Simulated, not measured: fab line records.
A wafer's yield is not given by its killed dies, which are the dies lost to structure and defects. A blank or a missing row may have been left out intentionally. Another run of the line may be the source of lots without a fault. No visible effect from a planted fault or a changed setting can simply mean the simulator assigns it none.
fab line records || flow n5_finfet
record: {"lots": 3, "wafers": 9, "last_day": 18}
route steps=1938 shown BEOL_M4@1049 PASSIVATION@1936
lots that met no fault: from a run of the same line without faults
start_h: the number of hours between the record's first day and the start of the first shown wafer of the lot || wait_h: hours since the lot's step before || " unchanged from the row above || L1.1+2: a row that stands for several wafers || - no value present, or no start provided || * or withheld: withheld || < > ~ a bound
route shown NAME@n: a module of which the file shows steps, and the number in the route of the first || usual: the fault-free wafers' mean and standard deviation || same: alike in all rows || chamber/n: place in a boat || sites: the reading at each site || _std_site: the values' standard deviation || _edge_site: the outer-site mean with the inner-site mean subtracted || radius_mm: for every site, how far away it sits from the centre of the wafer || mask NAME#n: copy n || behind: the tool/chamber that last shaped the wafer || hold: why the lot went on hold/how many hours it stayed there/how the hold came to an end || device: which transistor (n, p or np) failed to switch || end of line: the route-end tests of the same wafers || a step without rows: its recipe alone || killed: not the wafer's yield, but the dies lost to structure and defects at the first sort || map: a wafer's dies, marking killed ones x, the rest . and places with no die _
set.NAME: setting as actually run; set.NAME@STEP: the setting as run at that earlier step || model.NAME: the simulator's own value behind a step, which no gauge read
lots at some steps of the route; a table a step, a row a wafer
services: when a tool's chamber went out of use (start_h, in hours from the record's first day, below 0 if earlier), for how many hours, and the reason
== steps ==
step: N5_BEOL_M4_COAT_76
recipe: {"resist": "underlayer", "temp_c": 205, "time_s": 60, "spin_rpm": 1500, "resist_thk_nm": 5}
step: N5_BEOL_M4_COAT_22
recipe: {"resist": "CAR-EUV", "spin_rpm": 1500, "resist_thk_nm": 30}
step: N5_BEOL_M4_EBR_24
recipe: {"solvent": "PGMEA", "ebr_width_mm": 1.5}
step: N5_BEOL_M4_SOFTBAKE_23
recipe: {"temp_c": 110, "time_s": 60, "resist": "CAR-EUV"}
step: N5_BEOL_M4_EXPOSE_25
recipe: {"mask_id": "V3", "na": 0.33, "source_shape": "quasar", "sigma_inner": 0.2, "sigma_outer": 0.8, "polarization": "unpolarized", "defocus_nm": 5, "dose_mj": 63}
step: N5_BEOL_M4_PEB_26
recipe: {"peb_temp_c": 100, "peb_time_s": 60, "resist": "CAR-EUV"}
step: N5_BEOL_M4_DEVELOP_27
recipe: {"develop_time_s": 30, "developer": "TMAH", "resist": "CAR-EUV", "rinse_liquid": "surfactant_rinse", "dry": "air_spin", "dev_temp_c": 23}
step: N5_BEOL_M4_DESCUM_33
recipe: {"chemistry": "O2", "time_s": 7, "source_power_w": 50, "bias_power_w": 20, "pressure_mtorr": 20, "rf_frequency_hz": 2.712e+07, "temp_c": 40, "resist": "CAR-EUV", "o2_flow_sccm": 225}
step: N5_BEOL_M4_ETCH_77
recipe: {"chemistry": "N2/H2", "target": "underlayer", "target_depth_a": 65, "mask_material": "CAR-EUV", "time_s": 5.2, "ion_energy_ev": 200, "pressure_mtorr": 30, "source_w": 840, "bias_w": 150, "n2_flow_sccm": 200, "h2_flow_sccm": 200, "ends": "cleared"}
step: N5_BEOL_M4_ETCH_69
recipe: {"chemistry": "CF4", "target": "SiARC", "target_depth_a": 156, "mask_material": "CAR-EUV", "time_s": 26, "ion_energy_ev": 80, "pressure_mtorr": 40, "source_w": 545, "bias_w": 36, "Ar_flow_sccm": 100, "cf4_flow_sccm": 100, "ends": "cleared"}
usual: {"chamber_pressure_mTorr": "40.00/0.037", "drypump_motor_current_A": "5.8/0.36", "etch_rf_on_time_s": "25.9/0.46", "oes_product_au": "0.69/0.065", "rf_vpp_V": "183.9/1.2", "showerhead_plenum_p_Torr": "2.14/0.077", "throttle_valve_pct": "15.62/0.29"}
{"lot.wafer": "L435.2", "tool": "rie_diel-03", "chamber": 0, "start_h": 200.78, "wait_h": 0.0, "chamber_pressure_mTorr": 40.01, "drypump_motor_current_A": 5.1, "etch_rf_on_time_s": 25.7, "oes_product_au": 0.79, "rf_hours_counter_h": 8, "rf_vpp_V": 184.3, "showerhead_plenum_p_Torr": 2.10, "throttle_valve_pct": 15.42}
{"lot.wafer": "L435.4", "tool": "rie_diel-03", "chamber": 3, "start_h": 200.78, "wait_h": 0.0, "chamber_pressure_mTorr": 39.97, "drypump_motor_current_A": 5.9, "etch_rf_on_time_s": 25.8, "oes_product_au": 0.65, "rf_hours_counter_h": 173, "rf_vpp_V": 184.3, "showerhead_plenum_p_Torr": 2.06, "throttle_valve_pct": 15.85}
{"lot.wafer": "L435.6", "tool": "rie_diel-03", "chamber": 0, "start_h": 200.78, "wait_h": 0.0, "chamber_pressure_mTorr": 40.07, "drypump_motor_current_A": 5.1, "etch_rf_on_time_s": 25.6, "oes_product_au": 0.80, "rf_hours_counter_h": "-", "rf_vpp_V": 183.8, "showerhead_plenum_p_Torr": 2.10, "throttle_valve_pct": 15.42}
{"lot.wafer": "L436.2", "tool": "rie_diel-01", "chamber": 0, "start_h": 212.39, "wait_h": 0.0, "chamber_pressure_mTorr": 39.98, "drypump_motor_current_A": 6.1, "etch_rf_on_time_s": 25.8, "oes_product_au": 0.69, "rf_hours_counter_h": 109, "rf_vpp_V": 184.5, "showerhead_plenum_p_Torr": 2.06, "throttle_valve_pct": 15.31}
{"lot.wafer": "L436.3", "tool": "rie_diel-01", "chamber": 3, "start_h": 212.39, "wait_h": 0.0, "chamber_pressure_mTorr": 40.01, "drypump_motor_current_A": 5.7, "etch_rf_on_time_s": 25.1, "oes_product_au": 0.67, "rf_hours_counter_h": 131, "rf_vpp_V": 183.2, "showerhead_plenum_p_Torr": 2.07, "throttle_valve_pct": 15.83}
{"lot.wafer": "L436.5", "tool": "rie_diel-01", "chamber": 3, "start_h": 212.39, "wait_h": 0.0, "chamber_pressure_mTorr": 40.08, "drypump_motor_current_A": 5.7, "etch_rf_on_time_s": 25.1, "oes_product_au": 0.67, "rf_hours_counter_h": "-", "rf_vpp_V": 183.1, "showerhead_plenum_p_Torr": 2.07, "throttle_valve_pct": 15.82}
{"lot.wafer": "L450.1", "tool": "rie_diel-01", "chamber": 0, "start_h": 293.04, "wait_h": 0.0, "chamber_pressure_mTorr": 40.01, "drypump_motor_current_A": 6.1, "etch_rf_on_time_s": 26.2, "oes_product_au": 0.66, "rf_hours_counter_h": 142, "rf_vpp_V": 183.3, "showerhead_plenum_p_Torr": 2.05, "throttle_valve_pct": 15.34}
{"lot.wafer": "L450.4", "tool": "rie_diel-01", "chamber": 3, "start_h": 293.04, "wait_h": 0.0, "chamber_pressure_mTorr": 40.05, "drypump_motor_current_A": 5.7, "etch_rf_on_time_s": 25.3, "oes_product_au": 0.64, "rf_hours_counter_h": "-", "rf_vpp_V": 181.6, "showerhead_plenum_p_Torr": 2.06, "throttle_valve_pct": 15.86}
{"lot.wafer": "L450.5", "tool": "rie_diel-01", "chamber": 1, "start_h": 293.04, "wait_h": 0.0, "chamber_pressure_mTorr": 39.96, "drypump_motor_current_A": 5.9, "etch_rf_on_time_s": 25.6, "oes_product_au": 0.79, "rf_hours_counter_h": "-", "rf_vpp_V": 182.6, "showerhead_plenum_p_Torr": 2.10, "throttle_valve_pct": 15.29}
step: N5_BEOL_M4_ALD_98
recipe: {"material": "SiO2", "target_thk_a": 25, "temp_c": 100, "ald_precursor_family": "BDEAS", "ald_co_reactant": "O2-plasma", "pulse_time_s": 1, "co_reactant_pulse_time_s": 1, "purge_time_s": 2, "co_reactant_purge_time_s": 2, "ald_cycles": 17, "pressure_torr": 2}
step: N5_BEOL_M4_ETCHBACK_99
recipe: {"chemistry": "CHF3", "target": "SiO2", "target_depth_a": 50, "time_s": 10.4, "source_w": 215, "bias_w": 47, "Ar_flow_sccm": 200, "CHF3_flow_sccm": 12, "ion_energy_ev": 100, "pressure_mtorr": 30}
step: N5_BEOL_M4_ETCH_70
recipe: {"chemistry": "N2/H2", "target": "SOC", "target_depth_a": 800, "overetch_a": 240, "mask_material": "SiARC", "temp_c": 40, "time_s": 130, "ion_energy_ev": 200, "pressure_mtorr": 30, "source_w": 840, "bias_w": 150, "n2_flow_sccm": 200, "h2_flow_sccm": 200}
step: N5_BEOL_M4_STRIP_71
recipe: {"chemistry": "N2/H2", "temp_c": 40, "n2_flow_sccm": 200, "h2_flow_sccm": 200, "rf_frequency_hz": 6e+07}
step: N5_BEOL_M4_STRIP_78
recipe: {"chemistry": "N2/H2", "temp_c": 40, "n2_flow_sccm": 200, "h2_flow_sccm": 200, "rf_frequency_hz": 6e+07}
step: N5_BEOL_M4_VIA_ETCH_34
recipe: {"chemistry": "C4F6/O2", "target_depth_a": 694, "mask_material": "SOC", "pressure_mtorr": 15, "ion_energy_ev": 250, "taper_deg": 4, "time_s": 65.9, "source_w": 350, "bias_w": 170, "Ar_flow_sccm": 300, "C4F6_flow_sccm": 10, "O2_flow_sccm": 10}
step: N5_BEOL_M4_STRIP_83
recipe: {"chemistry": "C4F6/O2", "resist": "SiARC", "rf_frequency_hz": 6e+07}
step: N5_BEOL_M4_STRIP_36
recipe: {"chemistry": "N2/H2", "power_w": 450, "temp_c": 40, "pressure_mtorr": 20, "rf_frequency_hz": 6e+07, "overash_fraction": 0.3, "bias_power_w": 7, "h2_frac": 0.5, "n2_flow_sccm": 200, "h2_flow_sccm": 200}
step: N5_BEOL_M4_TRENCH_ETCH_37
recipe: {"chemistry": "C4F6/O2", "target_depth_a": 555.55, "target": "SiOC", "time_s": 29.2, "ion_energy_ev": 250, "pressure_mtorr": 30, "source_w": 355, "bias_w": 185, "Ar_flow_sccm": 300, "C4F6_flow_sccm": 10, "O2_flow_sccm": 10}
step: N5_BEOL_M4_ETCH_41
recipe: {"chemistry": "CH3F/O2", "target": "SiCN", "target_depth_a": 299, "taper_deg": 2, "time_s": 52.5, "ion_energy_ev": 120, "mask_material": "TiN", "pressure_mtorr": 30, "source_w": 395, "bias_w": 75, "Ar_flow_sccm": 150, "CH3F_flow_sccm": 30, "O2_flow_sccm": 20}
step: N5_BEOL_M4_STRIP_97
recipe: {"chemistry": "N2/H2", "time_s": 10, "power_w": 450, "temp_c": 40, "pressure_mtorr": 20, "rf_frequency_hz": 6e+07, "bias_power_w": 7, "n2_flow_sccm": 200, "h2_flow_sccm": 200}
step: N5_BEOL_M4_HM_STRIP_39
recipe: {"chemistry": "peroxide_tin_strip", "material": "TiN", "target_depth_a": 250, "temp_c": 50, "time_s": 158}
step: N5_BEOL_M4_SRD_40
recipe: {"time_s": 30, "temp_c": 23, "rinse_liquid": "diw", "dry": "ipa_marangoni"}
step: N5_BEOL_M4_PRECLEAN_42
recipe: {"chemistry": "residue_remover", "time_s": 60, "temp_c": 40}
step: N5_BEOL_M4_SRD_43
recipe: {"time_s": 30, "temp_c": 23, "rinse_liquid": "diw", "dry": "ipa_marangoni"}
step: N5_BEOL_M4_DEGAS_44
recipe: {"ambient": "vacuum", "temp_c": 250, "time_s": 60}
step: N5_BEOL_M4_PRE_CLEAN_45
recipe: {"gas": "H2/He", "time_s": 30, "temp_c": 250}
step: N5_BEOL_M4_ALD_84
recipe: {"material": "TaN", "target_thk_a": "*", "temp_c": 275, "ald_precursor_family": "PDMAT", "ald_co_reactant": "NH3", "pressure_torr": 3, "carrier_flow_sccm": 1500, "pulse_time_s": 2, "purge_time_s": 3, "co_reactant_purge_time_s": 2, "co_reactant_pulse_time_s": 3, "ald_cycles": 30, "precursor_vessel_temp_c": 75, "precursor_vessel_pressure_torr": 26.25, "precursor_vessel_carrier_sccm": 1000}
step: N5_BEOL_M4_SURFACE_TREAT_85
recipe: {"gas": "Ar", "time_s": "*", "ion_energy_ev": "*", "ion_current_ma_cm2": 0.5, "pressure_mtorr": "*", "ar_flow_sccm": 30}
step: N5_BEOL_M4_CVD_47
recipe: {"material": "Co", "target_thk_a": 30, "temp_c": "withheld", "precursor": "CCTBA/H2", "pressure_torr": 30, "time_s": 223.8}
step: N5_BEOL_M4_SPUTTER_48
recipe: {"material": "Cu", "target_thk_a": 45, "temp_c": -20, "chamber_pressure_pa": 0.07, "power_w": "withheld", "time_s": 8.29}
step: N5_BEOL_M4_ANNEAL_49
recipe: {"temp_c": 400, "time_s": 240, "ambient": "vacuum"}
step: N5_BEOL_M4_SPUTTER_79
recipe: {"material": "Cu", "target_thk_a": 45, "temp_c": -20, "chamber_pressure_pa": 0.07, "power_w": "withheld", "time_s": 8.29}
step: N5_BEOL_M4_ANNEAL_80
recipe: {"temp_c": 400, "time_s": 240, "ambient": "vacuum"}
step: N5_BEOL_M4_SPUTTER_81
recipe: {"material": "Cu", "target_thk_a": 45, "temp_c": -20, "chamber_pressure_pa": 0.07, "power_w": "withheld", "time_s": 8.29}
step: N5_BEOL_M4_ANNEAL_82
recipe: {"temp_c": 400, "time_s": 240, "ambient": "vacuum"}
step: N5_BEOL_M4_SPUTTER_86
recipe: {"material": "Cu", "target_thk_a": 45, "temp_c": -20, "chamber_pressure_pa": 0.07, "power_w": "withheld", "time_s": 8.29}
step: N5_PASSIVATION_PROBE_49
usual: {"defect_limited_yield": "91.2/1.5", "killed_at_M0_to_M3": "32/9.6", "killed_at_M4_up": "13/5.3", "killed_at_contacts": "13/6.7", "killed_at_front_end": "42/11", "killed_at_other": "3.8/2.9", "killed_dies": "103/17", "killed_open": "67/13", "killed_short": "35/7.9", "sort_bin_5_function": "5.2/0.94", "sort_bin_6_memory": "3.3/0.64", "sort_n_pass": "1077/17", "sort_yield_pct": "91.2/1.5"}
same: {"gross_dies": 1180, "killed_at_back_side": 0, "sort_bin_4_leakage[%]": 0, "sort_bin_8_speed[%]": 0}
{"lot.wafer": "L435.2", "tool": "prober-02", "chamber": "-", "start_h": 320.17, "wait_h": 0.1, "defect_limited_yield[%]": 89.3, "killed_at_M0_to_M3": 42, "killed_at_M4_up": 17, "killed_at_contacts": 17, "killed_at_front_end": 42, "killed_at_other": 8, "killed_dies": 126, "killed_open": 80, "killed_short": 46, "sort_bin_5_function[%]": 6.5, "sort_bin_6_memory[%]": 3.9, "sort_n_pass": 1054, "sort_yield_pct[%]": 89.3}
{"lot.wafer": "L435.4", "tool": "prober-02", "chamber": "-", "start_h": 320.27, "wait_h": 0.2, "defect_limited_yield[%]": 89.0, "killed_at_M0_to_M3": 42, "killed_at_M4_up": 26, "killed_at_contacts": 8, "killed_at_front_end": 46, "killed_at_other": 8, "killed_dies": 130, "killed_open": 88, "killed_short": 40, "sort_bin_5_function[%]": 7.3, "sort_bin_6_memory[%]": 3.3, "sort_n_pass": 1050, "sort_yield_pct[%]": 89.0}
{"lot.wafer": "L435.6", "tool": "prober-02", "chamber": "-", "start_h": 320.37, "wait_h": 0.3, "defect_limited_yield[%]": 89.2, "killed_at_M0_to_M3": 49, "killed_at_M4_up": 10, "killed_at_contacts": 5, "killed_at_front_end": 61, "killed_at_other": 2, "killed_dies": 127, "killed_open": 83, "killed_short": 44, "sort_bin_5_function[%]": 5.7, "sort_bin_6_memory[%]": 4.4, "sort_n_pass": 1053, "sort_yield_pct[%]": 89.2}
{"lot.wafer": "L450.4", "tool": "prober-01", "chamber": "-", "start_h": 432.72, "wait_h": 0.2, "defect_limited_yield[%]": 85.8, "killed_at_M0_to_M3": 24, "killed_at_M4_up": 94, "killed_at_contacts": 6, "killed_at_front_end": 40, "killed_at_other": 4, "killed_dies": 168, "killed_open": 55, "killed_short": 28, "sort_bin_5_function[%]": 8.7, "sort_bin_6_memory[%]": 4.0, "sort_n_pass": 1012, "sort_yield_pct[%]": 85.8}
killed by level:class
L435.2 MOL_CONTACT_COAG:geometric_particle:open=15 FIN_SAQP:geometric_particle:short=12 STI_FIN_REVEAL:geometric_particle:open=10 BEOL_M3:geometric_particle:open=10 BEOL_M0_SAQP:geometric_particle:short=8 BEOL_M2:geometric_particle:open=8 BEOL_M4:geometric_particle:open=8 FIN_SAQP:geometric_particle:open=6
L435.4 BEOL_M4:geometric_particle:open=18 BEOL_M0_SAQP:geometric_particle:open=14 FIN_SAQP:geometric_particle:short=13 BEOL_M0_SAQP:geometric_particle:short=11 BEOL_M3:geometric_particle:open=9 FIN_SAQP:geometric_particle:open=8 GATE_CUT:geometric_particle:open=7 MOL_CONTACT_COAG:geometric_particle:open=7
L435.6 STI_FIN_REVEAL:geometric_particle:open=17 FIN_SAQP:geometric_particle:short=13 BEOL_M3:geometric_particle:open=12 BEOL_M0_SAQP:geometric_particle:open=10 BEOL_M0_SAQP:geometric_particle:short=10 FIN_SAQP:geometric_particle:open=7 BEOL_M1:geometric_particle:open=7 GATE_CUT:geometric_particle:short=5
L450.4 BEOL_M4:unspecified=84 STI_FIN_REVEAL:geometric_particle:open=21 BEOL_M0_SAQP:geometric_particle:short=7 BEOL_M1:geometric_particle:open=5 FIN_SAQP:geometric_particle:open=4 FIN_SAQP:geometric_particle:short=3 MOL_CONTACT_COAG:geometric_particle:short=3 STARTING-WAFER:geometric_particle:open=3
map L450.4 (x killed, . not)
_________________............________________
______________.................x_____________
___________........xx..............__________
__________x.....x..................._________
________xx.......x....x..............._______
_______...x............................______
______......x......................x...._____
_____.x.....x...x.........x..........x...____
____.......x...........................x..___
___.....xx......x.x......xx....x.......x...__
___.....................x...x.............x__
__.................x.....x.................._
__....x....................................._
_.xxxx......x....x................x..x......x
_xxx.xxx.x...............x...................
_xxxxxxxx......................x.....x.......
_xxxxxxxxxx...............x..................
_xxxxxxxxxx.........x...........x.....x..x.x.
_xxxxxxxxxxx.................................
_xxxxxxxxxx..........................xxx.....
_xxxxxxxxx.x.....x.......x...xx......x.......
__xxxxxxxx.x....x.......x...x...x......x..x._
__xxxxx.x............x.................x...._
___x.xx............................x.......__
___....x.........x....x..............x.....__
____..............................x.......___
_____....................................____
______...........x.....x................_____
_______...x......x.....................______
________..........x.......x.x........._______
__________......................x..._________
___________...................x...x__________
______________...x.............._____________
_________________............________________
map L436.2 (x killed, . not)
_________________....x.......________________
______________.x...............x_____________
___________..............x.....xxx.__________
__________.x.......x..........x....x_________
________....x.........x..x..x........._______
_______...............................x______
______.....x........x...........x......._____
_____.............x...xx.............x..x____
____....................................x.___
___................x.........x............x__
___....x.............x.x...................__
__........x.x................x..x.x.x....x.._
__......................x...x.......x...x..._
_.x..........................x.....x.........
_x.....x.....................................
_.....x................x..............x.x....
_......x.x..x.....x..........x...........x..x
_..........................x..x.x..x......x..
_.......x..x.x...x....x..x..x.....x.......x..
_...xx......................................x
_...x.................................x.....x
__x......................x...x.......x......_
__............x.....x...x.............x....._
___x..x.x........x........................x__
___x.....x...........x..x.x.xx.......x.....__
____...................................x..___
_____...x...x.....x...........x..x...x..x____
______...x..............x..............._____
_______xx....x.........................______
________....x.............x.x........._______
__________x...................x....._________
___________....................x...__________
______________x..........x......_____________
_________________......x...x.________________
== services ==
{"tool": "rie_diel-01", "chamber": 1, "start_h": 203.47, "hours": 7.2, "kind": "repair"}
{"tool": "rie_diel-03", "chamber": 2, "start_h": 212.85, "hours": 15.3, "kind": "repair"}
{"tool": "rie_diel-01", "chamber": 1, "start_h": 244.09, "hours": "-", "kind": "clean"}
{"tool": "rie_diel-01", "chamber": 1, "start_h": 244.09, "hours": "-", "kind": "consumable_replace:focus_ring"}
{"tool": "rie_diel-01", "chamber": 1, "start_h": 244.09, "hours": 13.9, "kind": "scheduled_down"}
{"tool": "rie_diel-01", "chamber": 1, "start_h": 244.09, "hours": 13.9, "kind": "vent_cycle"}
{"tool": "rie_diel-01", "chamber": 2, "start_h": 290.57, "hours": "-", "kind": "clean"}
{"tool": "rie_diel-01", "chamber": 2, "start_h": 290.57, "hours": "-", "kind": "consumable_replace:focus_ring"}
{"tool": "rie_diel-01", "chamber": 2, "start_h": 290.57, "hours": 21.6, "kind": "scheduled_down"}
{"tool": "rie_diel-01", "chamber": 2, "start_h": 290.57, "hours": 21.6, "kind": "vent_cycle"}
== key ==
first_sign: {"step": "N5_PASSIVATION_PROBE_49", "reading": "killed_at_M4_up", "direction": "up", "sigmas": 15, "usual": 13, "struck": 94}
effect: {"step": "N5_PASSIVATION_PROBE_49", "reading": "killed_dies", "direction": "up", "sigmas": 3.7, "usual": 103, "struck": 168}
more_kills_born_at: {"N5_BEOL_M4_ETCH_69@rie_diel-01": 84}
met_at N5_BEOL_M4_ETCH_69
struck_wafers L450.4
onset_between 212.39 293.04
fault: {"kind": "chamber_particle_source", "tool": "rie_diel-01", "chamber": 3, "onset_h": 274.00, "steps": "N5_BEOL_M4_ETCH_69", "rate_per_visit_cm2": 0.46848, "end_h": 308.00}
